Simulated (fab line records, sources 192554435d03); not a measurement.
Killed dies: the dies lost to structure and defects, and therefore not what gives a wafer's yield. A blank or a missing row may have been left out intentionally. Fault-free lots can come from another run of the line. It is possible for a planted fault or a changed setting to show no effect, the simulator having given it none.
fab line records	flow n5_finfet
record lots=4	wafers=12	last_day=16
route steps=1938 shown BEOL_M4@1099 BEOL_M5@1112 BEOL_M13@1659 PASSIVATION@1936
lots untouched by any fault: they come from a run of this same line in which no faults occurred
start_h: start of the lot's first displayed wafer, in hours after the record's first day	wait_h: time in hours since the lot's previous step	" identical to the entry in the row above	L1.1+2: one row covering several wafers at once	- no value, or no start was given	* or withheld: withheld	< > ~ a bound
route shown NAME@n: names a module that has steps shown in the file, with the first one's number in the route	usual: mean/standard deviation taken from wafers without a fault	same: alike in all rows	chamber/n: place in a boat	sites: readings site by site	_std_site: standard deviation across them	_edge_site: the outer-site mean with the inner-site mean subtracted	radius_mm: how far each site lies from the wafer's centre	mask NAME#n: copy n	behind: tool/chamber where the wafer was last shaped	hold: what put the lot on hold/how long, in hours/how the hold closed	device: names the non-switching transistor (n, p or np)	end of line: the tests these same wafers got at the end of their route	a step given without rows: its recipe and nothing more	killed: not the wafer's yield, but the dies lost to structure and defects at the first sort	map: a wafer's dies, x killed, . not, _ none there
set.NAME: setting as actually run; set.NAME@STEP: the setting as run at that earlier step	model.NAME: the simulator's own value behind a step, which no gauge read
a table for each step, a row for each wafer; lots at some steps of the route
services: when a tool's chamber went out of use (start_h, in hours from the record's first day, below 0 if earlier), for how many hours, and the reason
## steps
# step N5_BEOL_M4_ANNEAL_95
# recipe temp_c=400	time_s=240	ambient=vacuum
# step N5_BEOL_M4_SPUTTER_96
# recipe material=Cu	target_thk_a=45	temp_c=-20	chamber_pressure_pa=0.07	power_w=withheld	time_s=8.29
# step N5_BEOL_M4_ECD_50
# recipe material=Cu	target_thk_a=3000
# step N5_BEOL_M4_ANNEAL_51
# recipe temp_c=225	time_s=90	ambient=N2
# step N5_BEOL_M4_CMP_52
# recipe stop_on=SiOC	t_overpolish_s=6.8	down_force_psi=1	platen_rpm=50	clearing_platen_down_force_psi=1.5	clearing_platen_rpm=50	post_cmp_clean=cu_alkaline	target_thk_nm=40	clearing_platen_pad_velocity_m_s=0.99484	pad_velocity_m_s=0.99484
# step N5_BEOL_M4_PRE_CLEAN_60
# recipe gas=NH3/H2	time_s=15	temp_c=*	rf_power_w=300
# step N5_BEOL_M4_CO_CAP_55
# recipe material=Co	target_thk_a=20	temp_c=200	precursor=CCTBA/H2	pressure_torr=30	time_s=102.1
# step N5_BEOL_M4_PRE_CLEAN_56
# recipe gas=NH3	time_s=15	temp_c=withheld	rf_power_w=300
# step N5_BEOL_M4_DEP_57
# recipe material=SiCN	target_thk_a=80	temp_c=withheld	precursor=3MS/NH3	pressure_torr=3	rf_w=202	time_s=14
# step N5_BEOL_M4_RC_MEAS_101
# usual DIBL_N=37.5/1.9	DIBL_P=37.3/2.4	IOFF_N=0.18/0.038	IOFF_P=0.23/0.045	ION_N=677/11	ION_P=464/8.1	SS_N=72.0/0.68	SS_P=73.5/0.77	VT_N=249/3.3	VT_P=-249/3.6
lot.wafer	tool	chamber	start_h	wait_h	DIBL_N[mV/V]	DIBL_P[mV/V]	IOFF_N[nA/um]	IOFF_P[nA/um]	ION_N[uA/um]	ION_P[uA/um]	SS_N[mV/dec]	SS_P[mV/dec]	VT_N[mV]	VT_P[mV]
L154.1	prober-01	0	219.59	0.0	39.8	38.5	0.21	0.24	670	458	73.2	73.4	252	-247
L154.2	"	0	"	"	39.4	40.1	0.21	0.28	701	480	72.3	74.0	248	-245
L154.4	"	0	"	"	36.1	35.9	0.14	0.21	672	466	71.2	73.7	253	-249
L155.1	prober-02	0	221.96	0.0	37.9	39.0	0.19	0.26	678	470	72.0	74.5	249	-248
L155.2	"	0	"	"	37.0	36.6	0.17	0.22	661	455	72.1	73.5	251	-250
L155.5	"	0	"	"	38.1	38.2	0.20	0.26	675	467	72.0	74.3	252	-246
L165.1	prober-02	0	283.07	0.0	36.5	36.2	0.15	0.20	681	464	70.6	72.8	249	-252
L165.2	"	0	"	"	37.8	36.7	0.16	0.20	679	462	72.3	72.4	250	-251
L165.3	"	0	"	"	38.7	37.4	0.18	0.22	675	463	72.7	73.2	248	-250
L164.2	prober-02	0	291.12	0.2	38.4	35.8	0.19	0.21	667	457	72.7	73.7	248	-250
L164.5	"	0	"	"	41.5	40.2	0.27	0.28	698	465	73.4	74.2	242	-248
L164.6	"	0	"	"	38.0	35.8	0.17	0.20	663	455	72.5	73.5	251	-251
# step N5_BEOL_M5_ILD_DEP_00
# recipe material=SiCOH_lowk	target_thk_a=1406.4	temp_c=300	precursor=DEMS/porogen	pressure_torr=5	rf_w=500	time_s=25.9
# step N5_BEOL_M5_CURE_79
# recipe temp_c=385	time_s=240	ambient=He/Ar	material=SiCOH_lowk
# step N5_BEOL_M5_PECVD_70
# recipe material=SiO2	target_thk_a=160	temp_c=400	precursor=TEOS/O2	pressure_torr=5.5	rf_w=450	teos_flow_sccm=53.8	gas=O2	flow_sccm=3000	time_s=18
# step N5_BEOL_M5_HM_DEP_02
# recipe material=TiN	target_thk_a=200	temp_c=25	chamber_pressure_pa=0.49996
# step N5_BEOL_M5_COAT_59
# recipe resist=SOC	temp_c=250	time_s=60	spin_rpm=1500	resist_thk_nm=60
# step N5_BEOL_M5_COAT_60
# recipe resist=SiARC	temp_c=220	time_s=60	spin_rpm=1500	resist_thk_nm=12
# step N5_BEOL_M5_COAT_71
# recipe resist=underlayer	temp_c=205	time_s=60	spin_rpm=1500	resist_thk_nm=5
# step N5_BEOL_M5_COAT_05
# recipe resist=CAR-EUV	spin_rpm=1500	resist_thk_nm=30
# step N5_BEOL_M5_EBR_07
# recipe solvent=PGMEA	ebr_width_mm=1.5
# step N5_BEOL_M5_SOFTBAKE_06
# recipe temp_c=110	time_s=60	resist=CAR-EUV
# step N5_BEOL_M5_EXPOSE_08
# recipe mask_id=M5	na=0.33	source_shape=annular	sigma_inner=0.4	sigma_outer=0.8	polarization=unpolarized	target_cd_nm=28	dose_mj=35.75
# step N5_BEOL_M5_PEB_09
# recipe peb_temp_c=100	peb_time_s=60	resist=CAR-EUV
# step N5_BEOL_M5_DEVELOP_10
# recipe develop_time_s=30	developer=TMAH	resist=CAR-EUV	rinse_liquid=surfactant_rinse	dry=air_spin	dev_temp_c=23
# step N5_BEOL_M5_DESCUM_16
# recipe chemistry=O2	time_s=7	source_power_w=50	bias_power_w=20	pressure_mtorr=20	rf_frequency_hz=2.712e+07	temp_c=40	resist=CAR-EUV	o2_flow_sccm=225
# step N5_BEOL_M5_ETCH_72
# recipe chemistry=N2/H2	target=underlayer	target_depth_a=65	mask_material=CAR-EUV	time_s=5.2	ion_energy_ev=200	pressure_mtorr=30	source_w=840	bias_w=150	n2_flow_sccm=200	h2_flow_sccm=200	ends=cleared
# step N5_BEOL_M5_ETCH_61
# recipe chemistry=CF4	target=SiARC	target_depth_a=156	mask_material=CAR-EUV	time_s=26	ion_energy_ev=80	pressure_mtorr=40	source_w=545	bias_w=36	Ar_flow_sccm=100	cf4_flow_sccm=100	ends=cleared
# step N5_BEOL_M5_ETCH_62
# recipe chemistry=N2/H2	target=SOC	target_depth_a=750	overetch_a=150	mask_material=SiARC	temp_c=40	time_s=112.5	ion_energy_ev=200	pressure_mtorr=30	source_w=840	bias_w=150	n2_flow_sccm=200	h2_flow_sccm=200
# step N5_BEOL_M5_STRIP_63
# recipe chemistry=N2/H2	temp_c=40	n2_flow_sccm=200	h2_flow_sccm=200	rf_frequency_hz=6e+07
# step N5_BEOL_M5_STRIP_73
# recipe chemistry=N2/H2	temp_c=40	n2_flow_sccm=200	h2_flow_sccm=200	rf_frequency_hz=6e+07
# step N5_BEOL_M5_STRIP_64
# recipe chemistry=CF4	resist=SiARC	power_w=300	bias_power_w=75	pressure_mtorr=50	cf4_flow_sccm=150	rf_frequency_hz=6e+07
# step N5_BEOL_M5_HM_OPEN_17
# recipe chemistry=Cl2/BCl3	target_depth_a=200	overetch_a=60	target=TiN	mask_material=SOC	ion_energy_ev=150	pressure_mtorr=10	icp_w=1000	bias_w=126	Cl2_flow_sccm=53.25	bcl3_flow_sccm=21.75	Ar_flow_sccm=25
# step N5_BEOL_M5_STRIP_19
# recipe chemistry=O2	power_w=400	temp_c=40	pressure_mtorr=30	rf_frequency_hz=6e+07	bias_power_w=0	overash_fraction=0.2	o2_flow_sccm=225
# step N5_BEOL_M5_COAT_65
# recipe resist=SOC	temp_c=250	time_s=60	spin_rpm=1500	resist_thk_nm=60
# step N5_BEOL_M5_COAT_66
# recipe resist=SiARC	temp_c=220	time_s=60	spin_rpm=1500	resist_thk_nm=12
# step N5_BEOL_M13_ILD_DEP_00
# recipe material=SiOC	target_thk_a=8379.2	temp_c=350	precursor=DEMS/O2	pressure_torr=5	rf_w=500	time_s=166.4
# usual heater_power_w=453/48	run_length_s=211.0/0.5	showerhead_plenum_p_Torr=5.691/0.017	showerhead_vpp_V=1403/39	throttle_valve_pct=11.6/0.37
lot.wafer	tool	chamber	start_h	wait_h	heater_power_w	run_length_s	showerhead_plenum_p_Torr	showerhead_vpp_V	throttle_valve_pct	model.SiOC_of_BEOL_M13_ILD_DEP_00.thk_nm
L155.1	pecvd-03	2	280.97	0.0	551	107.0	5.687	1355	12.0	312.2
L155.2	"	1	"	"	441	106.1	5.684	1373	11.3	323.8
L155.5	"	2	"	"	441	211.1	5.693	1339	12.3	846.4
L154.1	pecvd-03	2	291.21	0.0	542	106.5	5.677	1349	12.0	304.2
L154.2	"	1	"	"	442	106.0	5.673	1389	11.0	308.8
L154.4	"	2	"	"	432	211.7	5.676	1361	12.0	826.6
L165.1	pecvd-01	2	347.63	0.0	462	209.7	5.673	1382	11.2	845
L165.2	"	1	"	"	495	210.5	5.696	1461	11.8	832
L165.3	"	0	"	"	426	210.7	5.706	1420	11.7	836.8
L164.2	pecvd-03	2	358.77	0.0	490	211.0	5.690	1365	12.3	816.8
L164.5	"	1	"	"	476	211.5	5.669	1369	11.4	844.4
L164.6	"	2	"	"	519	211.1	5.691	1343	12.1	811.4
# step N5_BEOL_M13_THK_MEAS_01
# recipe reads=SiOC_of_BEOL_M13_ILD_DEP_00
# usual M13_ILD_THK=837/13
lot.wafer	tool	chamber	start_h	wait_h	M13_ILD_THK[nm]
L155.1	film_metro-02	-	281.12	0.1	312
L155.2	"	-	"	"	324
L155.5	"	-	"	"	847
L154.1	film_metro-01	-	291.37	0.1	304
L154.2	"	-	"	"	309
L154.4	"	-	"	"	826
L165.1	film_metro-02	-	347.78	0.1	846
L165.2	"	-	"	"	832
L165.3	"	-	"	"	837
L164.2	film_metro-02	-	358.92	0.1	817
L164.5	"	-	"	"	845
L164.6	"	-	"	"	811
# step N5_BEOL_M13_VIA_ETCH_16
# recipe chemistry=C4F8/O2/Ar	target=SiOC	pressure_mtorr=30	source_w=3000	bias_w=700	Ar_flow_sccm=400	C4F8_flow_sccm=15	O2_flow_sccm=8	he_inner_torr=15	he_outer_torr=30	target_depth_a=9217	time_s=withheld	ion_energy_ev=250	ends=cleared
# usual C4F8_flow_sccm=15.00/0.043	drypump_motor_current_A=5.9/0.31	oes_product_au=0.70/0.067	rf_vpp_V=666/3.1	showerhead_plenum_p_Torr=3.41/0.099	throttle_valve_pct=24.17/0.18
lot.wafer	tool	chamber	start_h	wait_h	C4F8_flow_sccm	drypump_motor_current_A	oes_product_au	rf_vpp_V	showerhead_plenum_p_Torr	throttle_valve_pct	model.etch.depth_nm	model.coat_of_BEOL_M13_COAT_04.thk_nm
L155.1	rie_diel-01	2	281.60	0.0	15.00	5.6	0.76	668	3.47	24.06	312.2	227
L155.2	"	3	"	"	14.99	5.9	0.64	660	3.27	24.33	323.8	225.6
L155.5	"	3	"	"	14.99	5.9	0.64	659	3.27	24.33	846.5	69.8
L154.1	rie_diel-05	2	291.84	0.0	14.96	5.7	0.75	663	3.33	24.05	304.2	226.6
L154.2	"	1	"	"	15.00	5.5	0.68	661	3.24	24.24	308.8	222.6
L154.4	"	3	"	"	15.09	6.1	0.64	668	3.47	24.08	826.6	75.2
L165.1	rie_diel-05	0	348.38	0.0	14.96	5.6	0.64	662	3.35	24.33	845	70.8
L165.2	"	1	"	"	14.97	5.5	0.67	660	3.23	24.26	832	68.8
L165.3	"	2	"	"	14.95	5.7	0.73	664	3.32	24.08	836.8	71.4
L164.2	rie_diel-02	0	359.99	0.0	14.98	5.6	0.63	667	3.48	24.18	816.8	77.4
L164.5	"	2	"	"	14.96	6.1	0.79	673	3.57	23.98	844.3	66.2
L164.6	"	1	"	"	14.91	6.5	0.62	664	3.38	24.39	811.4	80.4
# step N5_BEOL_M13_STRIP_63
# recipe chemistry=N2/H2	power_w=1000	temp_c=250	h2_frac=0.65	overash_fraction=0.3	pressure_mtorr=1000	n2_flow_sccm=1750	h2_flow_sccm=3250
# usual drypump_motor_current_A=5.47/0.21	heater_power_w=312/16	oes_product_au=0.673/0.0053	strip_time_to_endpoint_s=27.8/1.4
lot.wafer	tool	chamber	start_h	wait_h	drypump_motor_current_A	heater_power_w	oes_product_au	rf_hours_counter_h	strip_time_to_endpoint_s
L155.1	plasma_asher-01	1	281.86	-	5.50	306	0.831	76	69.5
L155.2	"	0	"	"	5.64	283	0.840	76	69.2
L155.5	"	0	"	"	5.66	288	0.671	-	27.6
L154.1	plasma_asher-02	1	292.08	-	5.61	320	0.833	131	69.4
L154.2	"	0	"	"	5.18	325	0.840	131	68.4
L154.4	"	1	"	"	5.64	321	0.674	-	29.2
L165.1	plasma_asher-01	0	348.62	-	5.61	282	0.666	89	27.9
L165.2	"	1	"	"	5.50	311	0.675	89	27.3
L165.3	"	0	"	"	5.61	279	0.683	-	28.1
L164.2	plasma_asher-02	1	360.22	-	5.64	321	0.678	143	29.8
L164.5	"	0	"	"	5.16	326	0.678	-	26.6
L164.6	"	1	"	"	5.63	319	0.679	-	30.7
# step N5_BEOL_M13_CMP_49
# recipe stop_on=SiOC	t_overpolish_s=17.1	down_force_psi=1	platen_rpm=50	clearing_platen_down_force_psi=1.5	clearing_platen_rpm=50	post_cmp_clean=cu_alkaline	target_thk_nm=420	clearing_platen_pad_velocity_m_s=0.99484	pad_velocity_m_s=0.99484
# usual edge_zone_pressure_frac=1.000/0.0046	motor_current_A=5.9/0.32
lot.wafer	tool	chamber	start_h	wait_h	edge_zone_pressure_frac	motor_current_A	model.SiOC_of_BEOL_M13_ILD_DEP_00.thk_nm
L155.2	cmp-03	2	285.69	0.2	1.003	5.8	264.6
L155.1	"	3	"	"	0.994	5.9	252.2
L155.5	"	2	"	"	1.003	6.4	786.2
L154.4	cmp-02	3	296.76	0.1	0.998	5.7	769.8
L154.2	"	0	"	"	1.006	4.9	248.6
L154.1	"	1	"	"	0.998	5.6	247.6
L165.2	cmp-03	3	351.93	0.2	0.998	5.9	773.2
L165.3	"	1	"	"	1.011	6.0	780.6
L165.1	"	2	"	"	1.003	5.8	784.6
L164.2	cmp-03	3	363.16	0.2	0.998	6.3	758.2
L164.5	"	3	"	"	0.997	6.1	786.6
L164.6	"	0	"	"	0.997	5.8	755
# step N5_PASSIVATION_PROBE_49
# usual defect_limited_yield=91.2/1.5	killed_at_M0_to_M3=31/10	killed_at_M4_up=15/5.9	killed_at_contacts=13/6	killed_at_front_end=41/11	killed_at_other=4/3.1	killed_dies=104/18	killed_on_rim=14/4.1	killed_open=68/13	killed_short=33/8.1	sort_bin_5_function=5.1/1.1	sort_bin_6_memory=3.2/0.69	sort_n_pass=1076/18	sort_yield_pct=91.2/1.5
# same gross_dies=1180	killed_at_back_side=0	sort_bin_4_leakage[%]=0	sort_bin_8_speed[%]=0
lot.wafer	tool	chamber	start_h	wait_h	defect_limited_yield[%]	killed_at_M0_to_M3	killed_at_M4_up	killed_at_contacts	killed_at_front_end	killed_at_other	killed_dies	killed_on_rim	killed_open	killed_short	sort_bin_5_function[%]	sort_bin_6_memory[%]	sort_n_pass	sort_yield_pct[%]
L155.1	prober-02	-	310.54	0.0	0	14	1109	22	33	2	1180	152	57	29	4.1	3.1	0	0
L155.2	prober-02	-	310.59	0.1	0	40	1104	7	29	0	1180	152	56	35	3.5	4.0	0	0
L154.1	prober-02	-	324.38	0.0	0	32	1101	15	27	5	1180	152	59	29	4.8	2.4	0	0
L154.2	prober-02	-	324.43	0.1	0	25	1126	7	17	5	1180	152	40	22	3.4	2.0	0	0
# killed by level:class
L155.1 BEOL_M13:area_dep=1094 MOL_CONTACT_COAG:geometric_particle:open=18 BEOL_M4:geometric_particle:open=8 FIN_SAQP:geometric_particle:open=5 STI_FIN_REVEAL:geometric_particle:open=4 GATE_CUT:geometric_particle:short=4 MOL_CONTACT_COAG:geometric_particle:short=4 BEOL_M0_SAQP:geometric_particle:open=4
L155.2 BEOL_M13:area_dep=1089 BEOL_M3:geometric_particle:open=10 BEOL_M0_SAQP:geometric_particle:short=8 BEOL_M1:geometric_particle:open=7 BEOL_M5:geometric_particle:open=6 FIN_SAQP:geometric_particle:open=5 MOL_CONTACT_COAG:geometric_particle:open=5 BEOL_M4:geometric_particle:open=5
L154.1 BEOL_M13:area_dep=1091 MOL_CONTACT_COAG:geometric_particle:open=9 BEOL_M2:geometric_particle:open=9 FIN_SAQP:geometric_particle:open=7 MOL_CONTACT_COAG:geometric_particle:short=6 BEOL_M3:geometric_particle:open=6 BEOL_M0_SAQP:geometric_particle:open=5 BEOL_M0_SAQP:geometric_particle:short=4
L154.2 BEOL_M13:area_dep=1115 MOL_CONTACT_COAG:geometric_particle:open=7 BEOL_M2:geometric_particle:open=6 BEOL_M3:geometric_particle:open=6 FIN_SAQP:geometric_particle:open=4 FIN_SAQP:geometric_particle:short=4 BEOL_M4:geometric_particle:open=4 BEOL_M0_SAQP:geometric_particle:open=3
# map L154.1 (x killed, . not)
_________________xxxxxxxxxxxx________________
______________xxxxxxxxxxxxxxxxxx_____________
___________xxxxxxxxxxxxxxxxxxxxxxxx__________
__________xxxxxxxxxxxxxxxxxxxxxxxxxx_________
________xxxxxxxxxxxxxxxxxxxxxxxxxxxxxx_______
_______xxxxxxxxxxxxxxxxxxxxxxxxxxxxxxxx______
______xxxxxxxxxxxxxxxxxxxxxxxxxxxxxxxxxx_____
_____xxxxxxxxxxxxxxxxxxxxxxxxxxxxxxxxxxxx____
____xxxxxxxxxxxxxxxxxxxxxxxxxxxxxxxxxxxxxx___
___xxxxxxxxxxxxxxxxxxxxxxxxxxxxxxxxxxxxxxxx__
___xxxxxxxxxxxxxxxxxxxxxxxxxxxxxxxxxxxxxxxx__
__xxxxxxxxxxxxxxxxxxxxxxxxxxxxxxxxxxxxxxxxxx_
__xxxxxxxxxxxxxxxxxxxxxxxxxxxxxxxxxxxxxxxxxx_
_xxxxxxxxxxxxxxxxxxxxxxxxxxxxxxxxxxxxxxxxxxxx
_xxxxxxxxxxxxxxxxxxxxxxxxxxxxxxxxxxxxxxxxxxxx
_xxxxxxxxxxxxxxxxxxxxxxxxxxxxxxxxxxxxxxxxxxxx
_xxxxxxxxxxxxxxxxxxxxxxxxxxxxxxxxxxxxxxxxxxxx
_xxxxxxxxxxxxxxxxxxxxxxxxxxxxxxxxxxxxxxxxxxxx
_xxxxxxxxxxxxxxxxxxxxxxxxxxxxxxxxxxxxxxxxxxxx
_xxxxxxxxxxxxxxxxxxxxxxxxxxxxxxxxxxxxxxxxxxxx
_xxxxxxxxxxxxxxxxxxxxxxxxxxxxxxxxxxxxxxxxxxxx
__xxxxxxxxxxxxxxxxxxxxxxxxxxxxxxxxxxxxxxxxxx_
__xxxxxxxxxxxxxxxxxxxxxxxxxxxxxxxxxxxxxxxxxx_
___xxxxxxxxxxxxxxxxxxxxxxxxxxxxxxxxxxxxxxxx__
___xxxxxxxxxxxxxxxxxxxxxxxxxxxxxxxxxxxxxxxx__
____xxxxxxxxxxxxxxxxxxxxxxxxxxxxxxxxxxxxxx___
_____xxxxxxxxxxxxxxxxxxxxxxxxxxxxxxxxxxxx____
______xxxxxxxxxxxxxxxxxxxxxxxxxxxxxxxxxx_____
_______xxxxxxxxxxxxxxxxxxxxxxxxxxxxxxxx______
________xxxxxxxxxxxxxxxxxxxxxxxxxxxxxx_______
__________xxxxxxxxxxxxxxxxxxxxxxxxxx_________
___________xxxxxxxxxxxxxxxxxxxxxxxx__________
______________xxxxxxxxxxxxxxxxxx_____________
_________________xxxxxxxxxxxx________________
# map L155.1 (x killed, . not)
_________________xxxxxxxxxxxx________________
______________xxxxxxxxxxxxxxxxxx_____________
___________xxxxxxxxxxxxxxxxxxxxxxxx__________
__________xxxxxxxxxxxxxxxxxxxxxxxxxx_________
________xxxxxxxxxxxxxxxxxxxxxxxxxxxxxx_______
_______xxxxxxxxxxxxxxxxxxxxxxxxxxxxxxxx______
______xxxxxxxxxxxxxxxxxxxxxxxxxxxxxxxxxx_____
_____xxxxxxxxxxxxxxxxxxxxxxxxxxxxxxxxxxxx____
____xxxxxxxxxxxxxxxxxxxxxxxxxxxxxxxxxxxxxx___
___xxxxxxxxxxxxxxxxxxxxxxxxxxxxxxxxxxxxxxxx__
___xxxxxxxxxxxxxxxxxxxxxxxxxxxxxxxxxxxxxxxx__
__xxxxxxxxxxxxxxxxxxxxxxxxxxxxxxxxxxxxxxxxxx_
__xxxxxxxxxxxxxxxxxxxxxxxxxxxxxxxxxxxxxxxxxx_
_xxxxxxxxxxxxxxxxxxxxxxxxxxxxxxxxxxxxxxxxxxxx
_xxxxxxxxxxxxxxxxxxxxxxxxxxxxxxxxxxxxxxxxxxxx
_xxxxxxxxxxxxxxxxxxxxxxxxxxxxxxxxxxxxxxxxxxxx
_xxxxxxxxxxxxxxxxxxxxxxxxxxxxxxxxxxxxxxxxxxxx
_xxxxxxxxxxxxxxxxxxxxxxxxxxxxxxxxxxxxxxxxxxxx
_xxxxxxxxxxxxxxxxxxxxxxxxxxxxxxxxxxxxxxxxxxxx
_xxxxxxxxxxxxxxxxxxxxxxxxxxxxxxxxxxxxxxxxxxxx
_xxxxxxxxxxxxxxxxxxxxxxxxxxxxxxxxxxxxxxxxxxxx
__xxxxxxxxxxxxxxxxxxxxxxxxxxxxxxxxxxxxxxxxxx_
__xxxxxxxxxxxxxxxxxxxxxxxxxxxxxxxxxxxxxxxxxx_
___xxxxxxxxxxxxxxxxxxxxxxxxxxxxxxxxxxxxxxxx__
___xxxxxxxxxxxxxxxxxxxxxxxxxxxxxxxxxxxxxxxx__
____xxxxxxxxxxxxxxxxxxxxxxxxxxxxxxxxxxxxxx___
_____xxxxxxxxxxxxxxxxxxxxxxxxxxxxxxxxxxxx____
______xxxxxxxxxxxxxxxxxxxxxxxxxxxxxxxxxx_____
_______xxxxxxxxxxxxxxxxxxxxxxxxxxxxxxxx______
________xxxxxxxxxxxxxxxxxxxxxxxxxxxxxx_______
__________xxxxxxxxxxxxxxxxxxxxxxxxxx_________
___________xxxxxxxxxxxxxxxxxxxxxxxx__________
______________xxxxxxxxxxxxxxxxxx_____________
_________________xxxxxxxxxxxx________________
## services
tool	chamber	start_h	hours	kind
pecvd-01	0	264.28	6.5	repair
rie_diel-01	-	271.14	0.8	repair
plasma_asher-01	-	292.34	1.9	repair
cmp-02	-	301.07	2.4	repair
rie_diel-05	2	301.90	1.7	repair
pecvd-03	1	303.83	6.1	repair
plasma_asher-01	-	315.45	2.8	pm
cmp-02	-	321.04	6.1	pm
rie_diel-05	3	343.35	14.3	repair
rie_diel-01	3	345.53	1.9	repair
plasma_asher-02	-	348.35	4.3	pm
pecvd-03	2	349.25	8.5	repair
rie_diel-02	-	350.58	7.0	repair
cmp-02	-	357.32	4.0	pm
cmp-02	-	361.32	-	consumable_replace:conditioner
cmp-02	-	361.32	-	consumable_replace:pad
## key
first_sign step=N5_BEOL_M13_ILD_DEP_00	reading=run_length_s	direction=down	sigmas=99+	usual=*	struck=*
effect step=N5_BEOL_M13_THK_MEAS_01	reading=M13_ILD_THK	direction=down	sigmas=40	usual=837	struck=312
effect step=N5_BEOL_M13_STRIP_63	reading=oes_product_au	direction=up	sigmas=31	usual=0.673	struck=0.836
effect step=N5_PASSIVATION_PROBE_49	reading=killed_at_M4_up	direction=up	sigmas=99+	usual=15	struck=1110
model_effect step=N5_BEOL_M13_ILD_DEP_00	value=SiOC_of_BEOL_M13_ILD_DEP_00.thk_nm	without=833.5	struck=312.2
model_effect step=N5_BEOL_M13_VIA_ETCH_16	value=etch.depth_nm	without=833.4	struck=312.3
model_effect step=N5_BEOL_M13_CMP_49	value=SiOC_of_BEOL_M13_ILD_DEP_00.thk_nm	without=774.4	struck=253.3
more_kills_born_at N5_BEOL_M13_ILD_DEP_00@pecvd-03=4389
met_at N5_BEOL_M13_ILD_DEP_00
struck_wafers L154.1,L154.2,L155.1,L155.2
later_rows_left_out L154.1,L154.2,L155.1,L155.2
fault kind=process_parameter_drift	tool=pecvd-03	chamber=-	onset_h=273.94	steps=N5_BEOL_M13_ILD_DEP_00	channel=time_s	offset=*	shape=step	end_h=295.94	scope=struck_wafers_only	acts_in=*	stated=*
# later_rows_left_out: the simulator's readings of these wafers behind a module that went badly wrong aren't trusted and aren't shown, but for the sort
